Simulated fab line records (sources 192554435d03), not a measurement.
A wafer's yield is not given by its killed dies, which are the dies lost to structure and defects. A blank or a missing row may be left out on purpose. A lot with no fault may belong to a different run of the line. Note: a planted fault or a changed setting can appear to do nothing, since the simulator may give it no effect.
Lot-split experiment ; flow n5_finfet ; route with 1938 steps; 7 lots, 21 wafers read

== THE SPLIT ==
At N5_BEOL_M5_COAT_05 (resist thk 30 nm), the setting spin_rpm was moved away from the recipe's 1500 rpm on 5 of the 21 wafers read, by -6.5% to +10.1%. This setting was run at the recipe's value on the other wafers.

The reading comes from the split's own step.

== THE READING ==
CAR-EUV_of_BEOL_M5_COAT_05.thk_nm (the simulator's own value, which no gauge read), in nm, at N5_BEOL_M5_COAT_05 (resist thk 30 nm). The file does not state a usual value for it. Here, 16 wafers ran the recipe; their average is 30.0 nm with a standard deviation of 0.13 nm.

wafer;tool, chamber at the split;spin_rpm as run, rpm;against the recipe;CAR-EUV_of_BEOL_M5_COAT_05.thk_nm, nm;against lot-mates on the recipe
L074.1;litho_track-03, 0;1500;recipe;30;-
L074.4;litho_track-03, 0;1500;recipe;30;-
L074.5;litho_track-03, 0;1500;recipe;30;-
L077.2;litho_track-01, 0;1500;recipe;29.8;-
L077.4;litho_track-01, 0;1500;recipe;29.8;-
L077.3;litho_track-01, 0;1500;recipe;30;-
L084.1;litho_track-03, 0;1500;recipe;30.2;-
L084.5;litho_track-03, 0;1500;recipe;30.2;-
L084.2;litho_track-03, 0;1651;+10.1%;28.8;-1.4
L085.1;litho_track-02, 0;1422;-5.2%;30.6;no lot-mate on the recipe
L085.2;litho_track-02, 0;1422;-5.2%;30.8;no lot-mate on the recipe
L085.4;litho_track-02, 0;1422;-5.2%;30.8;no lot-mate on the recipe
L086.1;litho_track-02, 0;1500;recipe;29.8;-
L086.3;litho_track-02, 0;1500;recipe;29.8;-
L086.6;litho_track-02, 0;1403;-6.5%;30.8;+1.0
L087.1;litho_track-03, 0;1500;recipe;30;-
L087.2;litho_track-03, 0;1500;recipe;30;-
L087.5;litho_track-03, 0;1500;recipe;30;-
L093.3;litho_track-02, 0;1500;recipe;29.8;-
L093.4;litho_track-02, 0;1500;recipe;30;-
L093.6;litho_track-02, 0;1500;recipe;30;-

THE FIT
A straight line over all 21 wafers: CAR-EUV_of_BEOL_M5_COAT_05.thk_nm changes by -0.129 nm for each +1% of spin_rpm; r = -0.96; the points scatter about the line by 0.13 nm.
The same after taking each lot's own level away (the mean of its wafers on the recipe; 18 wafers): -0.144 nm for each +1%; r = -0.99; scatter 0.061 nm.
According to that fit, moving spin_rpm by its largest amount changes the reading by 1.4 nm.
The span of the lots' own levels, 29.80 to 30.20 nm, comes to 3.2 times the standard deviation stated above.
In other words, the slope is changed by the lot-to-lot level; the two fits disagree.
Check: -1.56 nm against its lot-mates is what the line predicts for one of the wafers moved furthest among these (+10.1%) when that wafer is left out of the fit. Against them it came out at -1.4 nm.

== THESE WAFERS: OTHER SPLITS ==
Other splits were also applied to these wafers ahead of the reading. Each is held against what the fit with the lots' levels taken away leaves over:
other split on the same wafers;wafers away from the commonest value;r with CAR-EUV_of_BEOL_M5_COAT_05.thk_nm (lot level and that fit taken away)
N5_BEOL_M3_EXPOSE_08 dose_mj;8;+0.08
N5_BEOL_M3_COAT_76 spin_rpm;9;-0.10
N5_BEOL_M3_COAT_22 spin_rpm;6;+0.12
N5_BEOL_M4_ILD_DEP_00 time_s;7;+0.16
N5_BEOL_M4_COAT_62 spin_rpm;6;-0.12
N5_BEOL_M5_ILD_DEP_00 time_s;5;+0.02

== FILE'S OWN FIT ==
CAR-EUV_of_BEOL_M5_COAT_05.thk_nm changes by -0.144 nm for each +1% of spin_rpm, r = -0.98.
